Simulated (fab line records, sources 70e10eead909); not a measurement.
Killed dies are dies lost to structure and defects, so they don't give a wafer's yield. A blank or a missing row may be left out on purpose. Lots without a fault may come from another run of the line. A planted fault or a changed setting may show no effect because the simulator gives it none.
Which tool did it? | flow nand_harc | 22 lots, 66 wafers sampled, at 6 steps of a route of 1159

WHAT THE GAUGES READ, wafer by wafer
The record holds no reading of a measuring or inspecting step that can be judged against a usual standard deviation.

WHICH TOOL RAN EACH LOT (tool, then ch and the chambers of the sampled wafers, then the start)
lot  | NHARC_A_STAIRCASE_TRIM_200                    | NHARC_A_STAIRCASE_ETCH_203                    | NHARC_A_STAIRCASE_TRIM_220         | NHARC_A_STAIRCASE_ETCH_221                    | NHARC_A_STAIRCASE_DESCUM_291       | NHARC_A_STAIRCASE_ETCH_292
L075 | rie_diel-02 ch 0,1, day 11 11:47 or earlier   | rie_diel-02 ch 0,1,3, day 11 11:47 or earlier | rie_diel-02 ch 0,2,3, day 11 11:47 | rie_diel-02 ch 0,1,2, day 11 20:23 or earlier | rie_diel-07 ch 0,2,3, day 11 20:23 | rie_diel-07 ch 1,2, day 11 20:32
L074 | rie_diel-07 ch 0,1,3, day 11 13:52 or earlier | rie_diel-07 ch 1,3, day 11 13:52 or earlier   | rie_diel-02 ch 0,1,2, day 11 13:52 | rie_diel-02 ch 1,3, day 11 23:36 or earlier   | rie_diel-07 ch 0,1,3, day 11 23:36 | rie_diel-07 ch 0,1,2, day 11 23:41
L076 | rie_diel-01 ch 1,2, day 11 16:48 or earlier   | rie_diel-01 ch 1,2, day 11 16:48 or earlier   | rie_diel-02 ch 0,1,2, day 11 16:48 | rie_diel-02 ch 0,1,3, day 12 00:21 or earlier | rie_diel-01 ch 1,2, day 12 00:21   | rie_diel-01 ch 0,1,2, day 12 00:28
L077 | rie_diel-01 ch 0,1, day 11 19:24 or earlier   | rie_diel-01 ch 0,1, day 11 19:24 or earlier   | rie_diel-01 ch 1,2,3, day 11 19:24 | rie_diel-01 ch 0,1, day 12 03:34 or earlier   | rie_diel-02 ch 0,1,2, day 12 03:34 | rie_diel-02 ch 0,3, day 12 03:38
L079 | rie_diel-02 ch 0,1,2, day 12 02:16 or earlier | rie_diel-02 ch 1,2,3, day 12 02:16 or earlier | rie_diel-02 ch 0,1, day 12 02:16   | rie_diel-02 ch 0,2, day 12 13:34 or earlier   | rie_diel-02 ch 1,2,3, day 12 13:34 | rie_diel-02 ch 1,3, day 12 13:38
L078 | rie_diel-01 ch 0,1,2, day 12 03:28 or earlier | rie_diel-01 ch 0,1,2, day 12 03:28 or earlier | rie_diel-07 ch 1,2,3, day 12 03:28 | rie_diel-07 ch 1,2,3, day 12 14:33 or earlier | rie_diel-07 ch 0,2,3, day 12 14:33 | rie_diel-07 ch 0,2,3, day 12 14:38
L081 | rie_diel-02 ch 0,1,2, day 12 16:05 or earlier | rie_diel-02 ch 1,3, day 12 16:05 or earlier   | rie_diel-02 ch 0,3, day 12 16:05   | rie_diel-02 ch 1,2, day 13 01:05 or earlier   | rie_diel-01 ch 1,2, day 13 01:05   | rie_diel-01 ch 0,1, day 13 01:11
L080 | rie_diel-07 ch 1,2,3, day 12 16:46 or earlier | rie_diel-07 ch 0,2,3, day 12 16:46 or earlier | rie_diel-01 ch 0,1,3, day 12 16:46 | rie_diel-01 ch 1,2,3, day 13 02:05 or earlier | rie_diel-02 ch 0,1,3, day 13 02:05 | rie_diel-02 ch 0,1,3, day 13 02:11
L083 | rie_diel-01 ch 1,2,3, day 13 11:09 or earlier | rie_diel-01 ch 0,1,3, day 13 11:09 or earlier | rie_diel-02 ch 0,1,3, day 13 11:09 | rie_diel-02 ch 0,2,3, day 13 20:20 or earlier | rie_diel-07 ch 0,2,3, day 13 20:20 | rie_diel-07 ch 0,1,3, day 13 20:25
L082 | rie_diel-02 ch 1,2,3, day 13 11:26 or earlier | rie_diel-07 ch 0,2,3, day 13 11:26 or earlier | rie_diel-01 ch 0,1,2, day 13 11:26 | rie_diel-01 ch 0,1,2, day 13 21:05 or earlier | rie_diel-01 ch 0,1,2, day 13 21:05 | rie_diel-01 ch 0,1,2, day 13 21:11
L085 | rie_diel-02 ch 2,3, day 13 13:34 or earlier   | rie_diel-02 ch 1,2, day 13 13:34 or earlier   | rie_diel-01 ch 0,3, day 13 13:34   | rie_diel-01 ch 0,1,2, day 13 21:31 or earlier | rie_diel-01 ch 1,2, day 13 21:31   | rie_diel-01 ch 1,3, day 13 21:37
L084 | rie_diel-07 ch 2,3, day 13 14:24 or earlier   | rie_diel-07 ch 0,1,3, day 13 14:24 or earlier | rie_diel-02 ch 1,2, day 13 14:24   | rie_diel-02 ch 0,1,2, day 13 22:16 or earlier | rie_diel-02 ch 0,3, day 13 22:16   | rie_diel-02 ch 0,1, day 13 22:23
L086 | rie_diel-02 ch 0,2, day 14 03:08 or earlier   | rie_diel-02 ch 0,1,3, day 14 03:08 or earlier | rie_diel-07 ch 0,2,3, day 14 03:08 | rie_diel-07 ch 0,2,3, day 14 11:01 or earlier | rie_diel-02 ch 0,1,2, day 14 11:01 | rie_diel-02 ch 0,1,3, day 14 11:07
L087 | rie_diel-02 ch 0,3, day 14 08:49 or earlier   | rie_diel-02 ch 0,1,3, day 14 08:49 or earlier | rie_diel-02 ch 1,2,3, day 14 08:49 | rie_diel-02 ch 0,1,3, day 14 19:53 or earlier | rie_diel-01 ch 0,1, day 14 19:53   | rie_diel-01 ch 0,1, day 14 19:58
L090 | rie_diel-02 ch 0,1,3, day 15 09:30 or earlier | rie_diel-02 ch 0,1,3, day 15 09:30 or earlier | rie_diel-07 ch 2,3, day 15 09:30   | rie_diel-07 ch 0,3, day 15 17:18 or earlier   | rie_diel-01 ch 0,2, day 15 17:18   | rie_diel-01 ch 1,3, day 15 17:23
L089 | rie_diel-02 ch 0,2, day 15 12:35 or earlier   | rie_diel-02 ch 0,2,3, day 15 12:35 or earlier | rie_diel-02 ch 1,3, day 15 12:35   | rie_diel-02 ch 1,2, day 15 19:56 or earlier   | rie_diel-07 ch 1,2, day 15 19:56   | rie_diel-07 ch 1,2,3, day 15 20:02
L092 | rie_diel-01 ch 0,1,2, day 15 14:42 or earlier | rie_diel-01 ch 1,2,3, day 15 14:42 or earlier | rie_diel-02 ch 0,2,3, day 15 14:42 | rie_diel-02 ch 1,2,3, day 16 00:16 or earlier | rie_diel-02 ch 1,2,3, day 16 00:16 | rie_diel-02 ch 0,1,3, day 16 00:20
L093 | rie_diel-01 ch 0,3, day 15 16:34 or earlier   | rie_diel-01 ch 1,3, day 15 16:34 or earlier   | rie_diel-07 ch 1,2, day 15 16:34   | rie_diel-07 ch 1,2,3, day 16 05:16 or earlier | rie_diel-02 ch 1,2, day 16 05:16   | rie_diel-02 ch 0,1,3, day 16 05:21
L094 | rie_diel-07 ch 0,2,3, day 16 03:04 or earlier | rie_diel-07 ch 0,1, day 16 03:04 or earlier   | rie_diel-01 ch 1,2,3, day 16 03:04 | rie_diel-01 ch 1,2,3, day 16 12:40 or earlier | rie_diel-02 ch 0,2,3, day 16 12:40 | rie_diel-02 ch 1,2,3, day 16 12:51
L097 | rie_diel-01 ch 0,3, day 16 10:46 or earlier   | rie_diel-01 ch 1,2, day 16 10:46 or earlier   | rie_diel-07 ch 0,1,3, day 16 10:46 | rie_diel-07 ch 0,2, day 16 19:44 or earlier   | rie_diel-01 ch 1,2, day 16 19:44   | rie_diel-01 ch 2,3, day 16 19:49
L095 | rie_diel-02 ch 2,3, day 16 11:19 or earlier   | rie_diel-02 ch 0,1,2, day 16 11:19 or earlier | rie_diel-02 ch 0,1,3, day 16 11:19 | rie_diel-02 ch 1,2, day 16 21:19 or earlier   | rie_diel-02 ch 0,1, day 16 21:19   | rie_diel-02 ch 0,3, day 16 21:26
L096 | rie_diel-07 ch 0,1,2, day 16 16:01 or earlier | rie_diel-07 ch 1,2,3, day 16 16:01 or earlier | rie_diel-07 ch 0,1,3, day 16 16:01 | rie_diel-07 ch 0,2,3, day 17 00:41 or earlier | rie_diel-01 ch 0,1,2, day 17 00:41 | rie_diel-01 ch 0,1,2, day 17 00:49
- NHARC_A_STAIRCASE_TRIM_200: chemistry O2, time 211.2 s.
- NHARC_A_STAIRCASE_ETCH_203: etches the open film in C4F8/O2, target depth 100 nm, time 40.5 s.
- NHARC_A_STAIRCASE_TRIM_220: chemistry O2, time 211.2 s.
- NHARC_A_STAIRCASE_ETCH_221: etches the open film in C4F8/O2, target depth 100 nm, time 40.5 s.
- NHARC_A_STAIRCASE_DESCUM_291: chemistry O2, time 3 s.
- NHARC_A_STAIRCASE_ETCH_292: etches the open film in CF4/CHF3.

WHAT THE TOOLS THEMSELVES READ (means of the sampled wafers that have a number; where no wafer has one, the mark that the record gives instead)
NHARC_A_STAIRCASE_TRIM_200. Usual: drypump_motor_current_A 5.79 A, standard deviation 0.3; oes_product_au 1.005 a.u., standard deviation 0.013; rf_vpp_V 57.7 V, standard deviation 0.8; showerhead_plenum_p_Torr 3.51 Torr, standard deviation 0.12; throttle_valve_pct 17.038 %, standard deviation 0.0087.
lot  | tool        | drypump_motor_current_A (A) | oes_product_au (a.u.) | rf_vpp_V (V) | showerhead_plenum_p_Torr (Torr) | throttle_valve_pct (%) | flag
L075 | rie_diel-02 | 6.08                        | 1.016                 | 57.7         | 3.44                            | 17.027                 |
L074 | rie_diel-07 | 5.80                        | 1.003                 | 58.2         | 3.65                            | 17.025                 |
L076 | rie_diel-01 | 5.50                        | 1.014                 | 58.2         | 3.32                            | 17.039                 |
L077 | rie_diel-01 | 5.46                        | 1.007                 | 58.3         | 3.41                            | 17.038                 |
L079 | rie_diel-02 | 6.01                        | 1.003                 | 57.0         | 3.49                            | 17.035                 |
L078 | rie_diel-01 | 5.58                        | 1.021                 | 56.5         | 3.39                            | 17.041                 |
L081 | rie_diel-02 | 6.01                        | 0.997                 | 57.9         | 3.49                            | 17.046                 |
L080 | rie_diel-07 | 5.93                        | 1.008                 | 57.5         | 3.61                            | 17.045                 |
L083 | rie_diel-01 | 5.67                        | 0.998                 | 57.3         | 3.31                            | 17.044                 |
L082 | rie_diel-02 | 5.75                        | 1.001                 | 57.6         | 3.51                            | 17.045                 |
L085 | rie_diel-02 | 5.60                        | 1.007                 | 57.3         | 3.53                            | 17.039                 |
L084 | rie_diel-07 | 6.12                        | 1.003                 | 57.9         | 3.64                            | 17.039                 |
L086 | rie_diel-02 | 5.83                        | 1.009                 | 57.9         | 3.50                            | 17.047                 |
L087 | rie_diel-02 | 5.52                        | 0.999                 | 57.3         | 3.44                            | 17.047                 |
L090 | rie_diel-02 | 5.83                        | 0.996                 | 57.1         | 3.45                            | 17.041                 |
L089 | rie_diel-02 | 5.84                        | 0.978                 | 57.7         | 3.49                            | 17.039                 |
L092 | rie_diel-01 | 5.58                        | 1.011                 | 57.5         | 3.55                            | 17.036                 |
L093 | rie_diel-01 | 5.86                        | 1.003                 | 57.0         | 3.40                            | 17.048                 |
L094 | rie_diel-07 | 5.89                        | 1.009                 | 58.2         | 3.61                            | 17.034                 |
L097 | rie_diel-01 | 5.78                        | 0.997                 | 57.8         | 3.46                            | 17.037                 |
L095 | rie_diel-02 | 5.60                        | 0.983                 | 57.5         | 3.52                            | 17.035                 |
L096 | rie_diel-07 | 5.71                        | 1.013                 | 58.0         | 3.58                            | 17.042                 |

NHARC_A_STAIRCASE_ETCH_203. Usual: oes_product_au 0.947 a.u., standard deviation 0.016; rf_vpp_V 895 V, standard deviation 4.8.
lot  | tool        | oes_product_au (a.u.) | rf_vpp_V (V) | flag
L075 | rie_diel-02 | 0.943                 | 894          |
L074 | rie_diel-07 | 0.957                 | 901          |
L076 | rie_diel-01 | 0.954                 | 888          |
L077 | rie_diel-01 | 0.956                 | 894          |
L079 | rie_diel-02 | 0.946                 | 896          |
L078 | rie_diel-01 | 0.964                 | 891          |
L081 | rie_diel-02 | 0.944                 | 894          |
L080 | rie_diel-07 | 0.941                 | 900          |
L083 | rie_diel-01 | 0.952                 | 891          |
L082 | rie_diel-07 | 0.981                 | 899          |
L085 | rie_diel-02 | 0.943                 | 896          |
L084 | rie_diel-07 | 0.952                 | 901          |
L086 | rie_diel-02 | 0.946                 | 893          |
L087 | rie_diel-02 | 0.948                 | 893          |
L090 | rie_diel-02 | 0.928                 | 894          |
L089 | rie_diel-02 | 0.927                 | 894          |
L092 | rie_diel-01 | 0.946                 | 895          |
L093 | rie_diel-01 | 0.943                 | 888          |
L094 | rie_diel-07 | 0.958                 | 899          |
L097 | rie_diel-01 | 0.949                 | 893          |
L095 | rie_diel-02 | 0.927                 | 894          |
L096 | rie_diel-07 | 0.960                 | 898          |

NHARC_A_STAIRCASE_TRIM_220. Usual: drypump_motor_current_A 5.82 A, standard deviation 0.3; oes_product_au 1.005 a.u., standard deviation 0.012; rf_vpp_V 57.7 V, standard deviation 0.82; showerhead_plenum_p_Torr 3.50 Torr, standard deviation 0.11; throttle_valve_pct 17.037 %, standard deviation 0.0094.
lot  | tool        | drypump_motor_current_A (A) | oes_product_au (a.u.) | rf_vpp_V (V) | showerhead_plenum_p_Torr (Torr) | throttle_valve_pct (%) | flag
L075 | rie_diel-02 | 5.68                        | 1.007                 | 57.2         | 3.48                            | 17.032                 |
L074 | rie_diel-02 | 6.00                        | 1.001                 | 57.0         | 3.49                            | 17.032                 |
L076 | rie_diel-02 | 5.99                        | 1.004                 | 58.2         | 3.49                            | 17.035                 |
L077 | rie_diel-01 | 5.70                        | 0.998                 | 56.6         | 3.32                            | 17.044                 |
L079 | rie_diel-02 | 6.12                        | 1.008                 | 58.2         | 3.47                            | 17.028                 |
L078 | rie_diel-07 | 5.93                        | 1.015                 | 57.5         | 3.61                            | 17.037                 |
L081 | rie_diel-02 | 5.77                        | 0.995                 | 57.6         | 3.42                            | 17.036                 |
L080 | rie_diel-01 | 5.64                        | 1.009                 | 56.9         | 3.41                            | 17.036                 |
L083 | rie_diel-02 | 5.84                        | 1.001                 | 57.0         | 3.45                            | 17.037                 |
L082 | rie_diel-01 | 5.58                        | 1.006                 | 57.3         | 3.38                            | 17.038                 |
L085 | rie_diel-01 | 5.77                        | 1.011                 | 57.6         | 3.48                            | 17.037                 |
L084 | rie_diel-02 | 5.92                        | 0.999                 | 57.5         | 3.54                            | 17.028                 |
L086 | rie_diel-07 | 5.89                        | 1.006                 | 57.7         | 3.62                            | 17.040                 |
L087 | rie_diel-02 | 5.75                        | 1.007                 | 58.2         | 3.51                            | 17.028                 |
L090 | rie_diel-07 | 6.04                        | 1.013                 | 57.6         | 3.57                            | 17.034                 |
L089 | rie_diel-02 | 5.58                        | 0.995                 | 57.7         | 3.47                            | 17.043                 |
L092 | rie_diel-02 | 5.69                        | 0.978                 | 57.3         | 3.46                            | 17.045                 |
L093 | rie_diel-07 | 5.77                        | 1.022                 | 57.7         | 3.57                            | 17.033                 |
L094 | rie_diel-01 | 5.69                        | 1.008                 | 57.6         | 3.48                            | 17.035                 |
L097 | rie_diel-07 | 5.81                        | 1.015                 | 57.6         | 3.63                            | 17.033                 |
L095 | rie_diel-02 | 5.82                        | 0.996                 | 57.4         | 3.44                            | 17.043                 |
L096 | rie_diel-07 | 5.79                        | 1.010                 | 58.8         | 3.63                            | 17.047                 |

NHARC_A_STAIRCASE_ETCH_221. Usual: oes_product_au 0.948 a.u., standard deviation 0.016; rf_vpp_V 895 V, standard deviation 4.2.
lot  | tool        | oes_product_au (a.u.) | rf_vpp_V (V) | flag
L075 | rie_diel-02 | 0.954                 | 894          |
L074 | rie_diel-02 | 0.954                 | 895          |
L076 | rie_diel-02 | 0.938                 | 894          |
L077 | rie_diel-01 | 0.945                 | 892          |
L079 | rie_diel-02 | 0.953                 | 896          |
L078 | rie_diel-07 | 0.961                 | 899          |
L081 | rie_diel-02 | 0.930                 | 896          |
L080 | rie_diel-01 | 0.950                 | 888          |
L083 | rie_diel-02 | 0.939                 | 894          |
L082 | rie_diel-01 | 0.968                 | 890          |
L085 | rie_diel-01 | 0.969                 | 890          |
L084 | rie_diel-02 | 0.951                 | 894          |
L086 | rie_diel-07 | 0.942                 | 899          |
L087 | rie_diel-02 | 0.932                 | 892          |
L090 | rie_diel-07 | 0.936                 | 901          |
L089 | rie_diel-02 | 0.926                 | 897          |
L092 | rie_diel-02 | 0.940                 | 895          |
L093 | rie_diel-07 | 0.953                 | 899          |
L094 | rie_diel-01 | 0.961                 | 894          |
L097 | rie_diel-07 | 0.950                 | 897          |
L095 | rie_diel-02 | 0.960                 | 896          |
L096 | rie_diel-07 | 0.956                 | 899          |

NHARC_A_STAIRCASE_DESCUM_291. Usual: drypump_motor_current_A 5.75 A, standard deviation 0.29; oes_product_au 1.003 a.u., standard deviation 0.012; rf_vpp_V 57.7 V, standard deviation 0.88; showerhead_plenum_p_Torr 1.89 Torr, standard deviation 0.079; throttle_valve_pct 11.311 %, standard deviation 0.0094.
lot  | tool        | drypump_motor_current_A (A) | oes_product_au (a.u.) | rf_vpp_V (V) | showerhead_plenum_p_Torr (Torr) | throttle_valve_pct (%) | flag
L075 | rie_diel-07 | 5.89                        | 1.007                 | 57.7         | 1.97                            | 11.312                 |
L074 | rie_diel-07 | 5.78                        | 1.008                 | 57.9         | 1.98                            | 11.307                 |
L076 | rie_diel-01 | 5.49                        | 1.005                 | 57.7         | 1.79                            | 11.309                 |
L077 | rie_diel-02 | 5.99                        | 1.002                 | 57.3         | 1.89                            | 11.314                 |
L079 | rie_diel-02 | 5.74                        | 0.996                 | 58.0         | 1.91                            | 11.312                 |
L078 | rie_diel-07 | 5.88                        | 1.002                 | 59.4         | 1.97                            | 11.309                 |
L081 | rie_diel-01 | 5.61                        | 1.000                 | 56.4         | 1.78                            | 11.307                 |
L080 | rie_diel-02 | 5.82                        | 0.999                 | 56.9         | 1.87                            | 11.312                 |
L083 | rie_diel-07 | 5.89                        | 1.002                 | 57.9         | 1.97                            | 11.310                 |
L082 | rie_diel-01 | 5.60                        | 1.013                 | 57.7         | 1.83                            | 11.317                 |
L085 | rie_diel-01 | 5.50                        | 1.010                 | 57.7         | 1.79                            | 11.309                 |
L084 | rie_diel-02 | 5.74                        | 1.005                 | 57.3         | 1.85                            | 11.309                 |
L086 | rie_diel-02 | 5.99                        | 1.007                 | 57.3         | 1.88                            | 11.308                 |
L087 | rie_diel-01 | 5.59                        | 1.007                 | 57.7         | 1.88                            | 11.304                 |
L090 | rie_diel-01 | 5.68                        | 1.017                 | 58.1         | 1.97                            | 11.310                 |
L089 | rie_diel-07 | 5.84                        | 1.013                 | 57.9         | 1.92                            | 11.312                 |
L092 | rie_diel-02 | 5.73                        | 0.990                 | 57.8         | 1.90                            | 11.316                 |
L093 | rie_diel-02 | 6.04                        | 1.012                 | 57.7         | 1.90                            | 11.315                 |
L094 | rie_diel-02 | 5.69                        | 0.998                 | 56.8         | 1.87                            | 11.309                 |
L097 | rie_diel-01 | 5.48                        | 0.994                 | 57.9         | 1.88                            | 11.305                 |
L095 | rie_diel-02 | 6.13                        | 1.006                 | 57.2         | 1.87                            | 11.310                 |
L096 | rie_diel-01 | 5.59                        | 0.998                 | 57.6         | 1.92                            | 11.326                 |

NHARC_A_STAIRCASE_ETCH_292. Usual: drypump_motor_current_A 5.76 A, standard deviation 0.29; oes_product_au 0.959 a.u., standard deviation 0.02; rf_vpp_V 369.9 V, standard deviation 2.3; showerhead_plenum_p_Torr 1.56 Torr, standard deviation 0.061; throttle_valve_pct 16.803 %, standard deviation 0.0095.
lot  | tool        | drypump_motor_current_A (A) | oes_product_au (a.u.) | rf_vpp_V (V) | showerhead_plenum_p_Torr (Torr) | throttle_valve_pct (%) | flag
L075 | rie_diel-07 | 5.85                        | 0.991                 | 370.1        | 1.59                            | 16.808                 |
L074 | rie_diel-07 | 5.69                        | 0.938                 | 371.2        | 1.61                            | 16.802                 |
L076 | rie_diel-01 | 5.59                        | 0.961                 | 367.5        | 1.51                            | 16.816                 |
L077 | rie_diel-02 | 5.77                        | 0.974                 | 368.0        | 1.52                            | 16.808                 |
L079 | rie_diel-02 | 5.56                        | 0.965                 | 370.2        | 1.55                            | 16.809                 |
L078 | rie_diel-07 | 5.87                        | 0.973                 | 372.2        | 1.62                            | 16.800                 |
L081 | rie_diel-01 | 5.56                        | 0.978                 | 370.2        | 1.55                            | 16.801                 |
L080 | rie_diel-02 | 5.81                        | 0.950                 | 368.7        | 1.54                            | 16.802                 |
L083 | rie_diel-07 | 5.78                        | 0.978                 | 372.9        | 1.63                            | 16.810                 |
L082 | rie_diel-01 | 5.57                        | 0.966                 | 368.9        | 1.51                            | 16.796                 |
L085 | rie_diel-01 | 5.56                        | 0.969                 | 367.8        | 1.48                            | 16.804                 |
L084 | rie_diel-02 | 6.04                        | 0.926                 | 368.9        | 1.53                            | 16.811                 |
L086 | rie_diel-02 | 5.80                        | 0.966                 | 369.8        | 1.54                            | 16.801                 |
L087 | rie_diel-01 | 5.57                        | 0.970                 | 370.1        | 1.55                            | 16.809                 |
L090 | rie_diel-01 | 5.54                        | 0.970                 | 366.9        | 1.48                            | 16.803                 |
L089 | rie_diel-07 | 5.93                        | 0.976                 | 371.3        | 1.60                            | 16.802                 |
L092 | rie_diel-02 | 5.81                        | 0.965                 | 369.0        | 1.53                            | 16.806                 |
L093 | rie_diel-02 | 5.81                        | 0.926                 | 369.7        | 1.53                            | 16.809                 |
L094 | rie_diel-02 | 5.72                        | 0.949                 | 370.5        | 1.56                            | 16.809                 |
L097 | rie_diel-01 | 5.85                        | 0.933                 | 369.7        | 1.55                            | 16.790                 |
L095 | rie_diel-02 | 5.53                        | 0.952                 | 368.2        | 1.53                            | 16.808                 |
L096 | rie_diel-01 | 5.55                        | 0.938                 | 370.3        | 1.58                            | 16.811                 |

THE ANSWER, worked out from the rows above alone
Rule: a lot is off if the mean of its wafers that have a number lies more than 3 standard deviations from the usual mean. A lot without any number at a reading at which 4 lots or more have one is off too. The other lots that the step has rows for count as sound. The gauges are gone through in route order, then the tools' own readings, and for those a lot's mean is taken as printed above. The first step at which some lot is off is used, and at that step the reading that is off furthest; a lot without a number counts as furthest.
No lot is off at any reading shown: from this, nothing can be told.

WHAT THE SIMULATOR HAD PUT IN
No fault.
